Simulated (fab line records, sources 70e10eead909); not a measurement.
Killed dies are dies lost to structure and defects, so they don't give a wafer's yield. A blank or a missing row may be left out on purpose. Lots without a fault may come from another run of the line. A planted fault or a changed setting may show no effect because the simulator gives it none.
Chamber matching | flow nand_harc | NHARC_A_WL_FILL_ALD_19 on ald_metal-03: 4 sister chambers
The step deposits TiN, target thk 2 nm, pulse time 3 s, ald cycles 100. 4 wafers are shown with their chamber, then 7 later ones without.

WAFERS WITH THEIR CHAMBER
wafer  | chamber | heater_power_w (W)
L085.2 | 0       | 958
L085.6 | 3       | 1057
L085.1 | 1       | 1033
L085.3 | 2       | 1098

WAFERS WITHOUT THEIR CHAMBER
wafer  | heater_power_w (W)
L085.5 | 956
L089.1 | 1049
L089.3 | 1103
L089.6 | 1047
L094.2 | 1017
L094.3 | 1086
L094.6 | 1072

WHICH CHAMBER EACH WENT THROUGH
wafer  | from the rows above     | in truth
L085.5 | 0                       | 0
L089.1 | can't be placed: 3 or 1 | 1
L089.3 | 2                       | 2
L089.6 | can't be placed: 3 or 1 | 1
L094.2 | 1                       | 1
L094.3 | can't be placed: 2 or 3 | 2
L094.6 | can't be placed: 3 or 2 | 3
Placed correctly: 3 of 7. Can't be placed from these rows: 4 (the true chamber is among the candidates in 4). Placed wrongly: 0.
How it was worked out, from the rows above alone: a wafer's distance from a chamber is the root of the sum, over the readings, of the square of ((its reading less the chamber's mean) divided by the reading's scatter). The wafer belongs to the nearest chamber; if the next one is less than 2 further off, it can't be placed. A chamber's mean is the mean of its shown wafers. The scatter: with one shown wafer a chamber, the root of the mean of the squares of how far each hidden wafer lies from its nearest shown one.
